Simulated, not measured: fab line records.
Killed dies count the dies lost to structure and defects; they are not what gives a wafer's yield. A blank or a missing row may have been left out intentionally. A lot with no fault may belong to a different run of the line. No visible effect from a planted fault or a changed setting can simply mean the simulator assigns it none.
The tool behind it: which one? / flow n5-finfet / 33 wafers from 11 lots sampled at 5 of the route's 1938 steps

## WHAT THE GAUGES SHOWED, per wafer
N5_BEOL_M12_THK_MEAS_50: measures by xrf. Usual: M12_THK typically reads 317 nm, with standard deviation 5.7.
lot=L924; measured=day 10 09:38; on=film-metro-01; M12_THK (nm)=315 317 304; flag=
lot=L925; measured=day 10 23:58; on=film-metro-01; M12_THK (nm)=327 321 318; flag=
lot=L927; measured=day 11 08:40; on=film-metro-01; M12_THK (nm)=316 317 306; flag=
lot=L929; measured=day 12 00:11; on=film-metro-01; M12_THK (nm)=316 319 319; flag=
lot=L930; measured=day 12 17:31; on=film-metro-02; M12_THK (nm)=328 325 319; flag=
lot=L939; measured=day 14 12:43; on=film-metro-01; M12_THK (nm)=322 328 319; flag=
lot=L941; measured=day 15 03:48; on=film-metro-02; M12_THK (nm)=317 319 317; flag=
lot=L943; measured=day 15 13:31; on=film-metro-01; M12_THK (nm)=313 316 316; flag=
lot=L940; measured=day 15 13:55; on=film-metro-02; M12_THK (nm)=316 321 311; flag=
lot=L942; measured=day 15 20:22; on=film-metro-02; M12_THK (nm)=319 315 314; flag=
lot=L946; measured=day 16 15:47; on=film-metro-02; M12_THK (nm)=314 310 312; flag=

N5_BEOL_M13_CD_MEAS_10: target cd 190 nm. Usual: cd-nm reads 189.8 nm (standard deviation 1.6).
lot=L924; measured=day 10 10:18; on=cd-sem-02; cd-nm (nm)=189.3 188.8 190.2; flag=
lot=L925; measured=day 11 00:43; on=cd-sem-03; cd-nm (nm)=192.1 193.1 190.4; flag=
lot=L927; measured=day 11 09:26; on=cd-sem-02; cd-nm (nm)=191.2 190.1 191.2; flag=
lot=L929; measured=day 12 00:50; on=cd-sem-01; cd-nm (nm)=187.0 187.0 188.6; flag=
lot=L930; measured=day 12 18:17; on=cd-sem-01; cd-nm (nm)=173.8 173.7 173.7; flag=OFF
lot=L939; measured=day 14 13:23; on=cd-sem-02; cd-nm (nm)=188.8 190.4 192.2; flag=
lot=L941; measured=day 15 04:26; on=cd-sem-02; cd-nm (nm)=190.6 191.2 190.1; flag=
lot=L943; measured=day 15 14:09; on=cd-sem-03; cd-nm (nm)=189.9 189.4 190.9; flag=
lot=L940; measured=day 15 14:34; on=cd-sem-01; cd-nm (nm)=190.5 189.9 190.1; flag=
lot=L942; measured=day 15 21:01; on=cd-sem-02; cd-nm (nm)=190.6 192.2 193.2; flag=
lot=L946; measured=day 16 16:26; on=cd-sem-02; cd-nm (nm)=194.0 192.2 190.3; flag=

## WHICH TOOL RAN EACH LOT (tool, then ch and the chambers of the sampled wafers, then the start)
lot=L924; N5_BEOL_M12_PRE_CLEAN_42=pvd-sputter-01, day 10 08:33; N5_BEOL_M12_SPUTTER_45=pvd-sputter-01, day 10 08:45; N5_BEOL_M13_EXPOSE_07=krf-scanner-02 ch 0, day 10 10:08
lot=L925; N5_BEOL_M12_PRE_CLEAN_42=pvd-sputter-03, day 10 22:54; N5_BEOL_M12_SPUTTER_45=pvd-sputter-03, day 10 23:06; N5_BEOL_M13_EXPOSE_07=krf-scanner-01 ch 0, day 11 00:32
lot=L927; N5_BEOL_M12_PRE_CLEAN_42=pvd-sputter-03, day 11 07:21; N5_BEOL_M12_SPUTTER_45=pvd-sputter-03, day 11 07:33; N5_BEOL_M13_EXPOSE_07=krf-scanner-02 ch 0, day 11 09:16
lot=L929; N5_BEOL_M12_PRE_CLEAN_42=pvd-sputter-02, day 11 22:58; N5_BEOL_M12_SPUTTER_45=pvd-sputter-02, day 11 23:10; N5_BEOL_M13_EXPOSE_07=krf-scanner-02 ch 0, day 12 00:40
lot=L930; N5_BEOL_M12_PRE_CLEAN_42=pvd-sputter-02, day 12 15:30; N5_BEOL_M12_SPUTTER_45=pvd-sputter-02, day 12 15:42; N5_BEOL_M13_EXPOSE_07=krf-scanner-02 ch 0, day 12 18:06
lot=L939; N5_BEOL_M12_PRE_CLEAN_42=pvd-sputter-01, day 14 11:40; N5_BEOL_M12_SPUTTER_45=pvd-sputter-01, day 14 11:52; N5_BEOL_M13_EXPOSE_07=krf-scanner-01 ch 0, day 14 13:13
lot=L941; N5_BEOL_M12_PRE_CLEAN_42=pvd-sputter-03, day 15 02:44; N5_BEOL_M12_SPUTTER_45=pvd-sputter-03, day 15 02:56; N5_BEOL_M13_EXPOSE_07=krf-scanner-01 ch 0, day 15 04:17
lot=L943; N5_BEOL_M12_PRE_CLEAN_42=pvd-sputter-02, day 15 12:27; N5_BEOL_M12_SPUTTER_45=pvd-sputter-02, day 15 12:39; N5_BEOL_M13_EXPOSE_07=krf-scanner-01 ch 0, day 15 13:59
lot=L940; N5_BEOL_M12_PRE_CLEAN_42=pvd-sputter-02, day 15 12:46; N5_BEOL_M12_SPUTTER_45=pvd-sputter-02, day 15 12:58; N5_BEOL_M13_EXPOSE_07=krf-scanner-01 ch 0, day 15 14:24
lot=L942; N5_BEOL_M12_PRE_CLEAN_42=pvd-sputter-03, day 15 19:19; N5_BEOL_M12_SPUTTER_45=pvd-sputter-03, day 15 19:31; N5_BEOL_M13_EXPOSE_07=krf-scanner-01 ch 0, day 15 20:50
lot=L946; N5_BEOL_M12_PRE_CLEAN_42=pvd-sputter-03, day 16 14:44; N5_BEOL_M12_SPUTTER_45=pvd-sputter-03, day 16 14:56; N5_BEOL_M13_EXPOSE_07=krf-scanner-01 ch 0, day 16 16:16
- N5_BEOL_M12_PRE_CLEAN_42: time 30 s.
- N5_BEOL_M12_SPUTTER_45: material Cu, target thk 80 nm, time 13.33 s.
- N5_BEOL_M13_EXPOSE_07: exposes mask V12.

## AS READ BY THE TOOLS THEMSELVES (means over the sampled wafers that have a number; for cases with no such wafer, the mark the record gives instead)
N5_BEOL_M12_PRE_CLEAN_42. Usual: heater-power-w reads 328 W (standard deviation 36).
lot=L924; tool=pvd-sputter-01; heater-power-w (W)=267; flag=
lot=L925; tool=pvd-sputter-03; heater-power-w (W)=346; flag=
lot=L927; tool=pvd-sputter-03; heater-power-w (W)=333; flag=
lot=L929; tool=pvd-sputter-02; heater-power-w (W)=378; flag=
lot=L930; tool=pvd-sputter-02; heater-power-w (W)=353; flag=
lot=L939; tool=pvd-sputter-01; heater-power-w (W)=294; flag=
lot=L941; tool=pvd-sputter-03; heater-power-w (W)=335; flag=
lot=L943; tool=pvd-sputter-02; heater-power-w (W)=347; flag=
lot=L940; tool=pvd-sputter-02; heater-power-w (W)=363; flag=
lot=L942; tool=pvd-sputter-03; heater-power-w (W)=336; flag=
lot=L946; tool=pvd-sputter-03; heater-power-w (W)=354; flag=

N5_BEOL_M12_SPUTTER_45. Usual: bias-v 60.0 V, standard deviation 0.58; chuck-sensor-temp-C -15.8 C, standard deviation 0.43; substrate-temp-c -20.00 C, standard deviation 0.11; throttle-valve-pct 30.2 %, standard deviation 1.3.
lot=L924; tool=pvd-sputter-01; bias-v (V)=60.1; chuck-sensor-temp-C (C)=-15.7; substrate-temp-c (C)=-19.98; throttle-valve-pct (%)=30.0; flag=
lot=L925; tool=pvd-sputter-03; bias-v (V)=60.5; chuck-sensor-temp-C (C)=-15.7; substrate-temp-c (C)=-19.84; throttle-valve-pct (%)=31.0; flag=
lot=L927; tool=pvd-sputter-03; bias-v (V)=60.5; chuck-sensor-temp-C (C)=-16.0; substrate-temp-c (C)=-20.06; throttle-valve-pct (%)=31.4; flag=
lot=L929; tool=pvd-sputter-02; bias-v (V)=59.9; chuck-sensor-temp-C (C)=-16.0; substrate-temp-c (C)=-19.95; throttle-valve-pct (%)=29.8; flag=
lot=L930; tool=pvd-sputter-02; bias-v (V)=59.5; chuck-sensor-temp-C (C)=-15.7; substrate-temp-c (C)=-20.03; throttle-valve-pct (%)=30.0; flag=
lot=L939; tool=pvd-sputter-01; bias-v (V)=60.1; chuck-sensor-temp-C (C)=-15.4; substrate-temp-c (C)=-20.07; throttle-valve-pct (%)=29.4; flag=
lot=L941; tool=pvd-sputter-03; bias-v (V)=60.1; chuck-sensor-temp-C (C)=-16.1; substrate-temp-c (C)=-20.08; throttle-valve-pct (%)=31.5; flag=
lot=L943; tool=pvd-sputter-02; bias-v (V)=60.0; chuck-sensor-temp-C (C)=-15.8; substrate-temp-c (C)=-20.03; throttle-valve-pct (%)=30.3; flag=
lot=L940; tool=pvd-sputter-02; bias-v (V)=60.0; chuck-sensor-temp-C (C)=-15.7; substrate-temp-c (C)=-20.02; throttle-valve-pct (%)=30.0; flag=
lot=L942; tool=pvd-sputter-03; bias-v (V)=60.1; chuck-sensor-temp-C (C)=-16.1; substrate-temp-c (C)=-19.98; throttle-valve-pct (%)=31.4; flag=
lot=L946; tool=pvd-sputter-03; bias-v (V)=60.4; chuck-sensor-temp-C (C)=-15.9; substrate-temp-c (C)=-20.03; throttle-valve-pct (%)=31.3; flag=

N5_BEOL_M13_EXPOSE_07. Usual: exposure-dose-mJ-cm2 reads 24.778 (standard deviation 0.025).
lot=L924 tool=krf-scanner-02 exposure-dose-mJ-cm2=24.775 flag=
lot=L925 tool=krf-scanner-01 exposure-dose-mJ-cm2=24.781 flag=
lot=L927 tool=krf-scanner-02 exposure-dose-mJ-cm2=24.786 flag=
lot=L929 tool=krf-scanner-02 exposure-dose-mJ-cm2=24.783 flag=
lot=L930 tool=krf-scanner-02 exposure-dose-mJ-cm2=21.153 flag=OFF
lot=L939 tool=krf-scanner-01 exposure-dose-mJ-cm2=24.785 flag=
lot=L941 tool=krf-scanner-01 exposure-dose-mJ-cm2=24.722 flag=
lot=L943 tool=krf-scanner-01 exposure-dose-mJ-cm2=24.772 flag=
lot=L940 tool=krf-scanner-01 exposure-dose-mJ-cm2=24.799 flag=
lot=L942 tool=krf-scanner-01 exposure-dose-mJ-cm2=24.753 flag=
lot=L946 tool=krf-scanner-01 exposure-dose-mJ-cm2=24.804 flag=

## THE ANSWER, worked out from the rows above alone
Rule: lot off if the mean of its wafers having a number is beyond 3 standard deviations from the usual mean. A lot without any number at a reading at which 4 lots or more have one is off too. The other lots that the step has rows for count as sound. After the gauges, taken in route order, come the tools' own readings; for these a lot's mean is taken, as printed above. The first step at which some lot is off is used, and at that step the reading that is off furthest; a lot without a number counts as furthest.
Off, at N5_BEOL_M13_CD_MEAS_10 on cd-nm: L930.
If a tool, at a process step before that reading, ran all the lots that are off and no sound lot after the first of them, it fits. The gauges at N5_BEOL_M13_CD_MEAS_10 aren't tried: what is off there is off at N5_BEOL_M13_EXPOSE_07 too, on other tools, and a gauge's error can't cause that. One candidate fits, namely krf-scanner-02 at N5_BEOL_M13_EXPOSE_07. Its last sound lot is L929 (day 12 00:40), its first lot that is off L930 (day 12 18:06): a fault that began between those two fits.
The tool's own readings at N5_BEOL_M13_EXPOSE_07 bear it out: on the lots that are off they differ by more than 5 times the standard deviation of the sound lots' means. exposure-dose-mJ-cm2 reads 21.153 there against 24.776 on the sound lots.

## WHAT HAD BEEN PUT IN BY THE SIMULATOR
Process parameter drift: krf-scanner-02, from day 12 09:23 on, at N5_BEOL_M13_EXPOSE_07. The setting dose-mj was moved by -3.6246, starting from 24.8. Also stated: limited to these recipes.
Struck lots among those shown: L930. The rule above found the same.
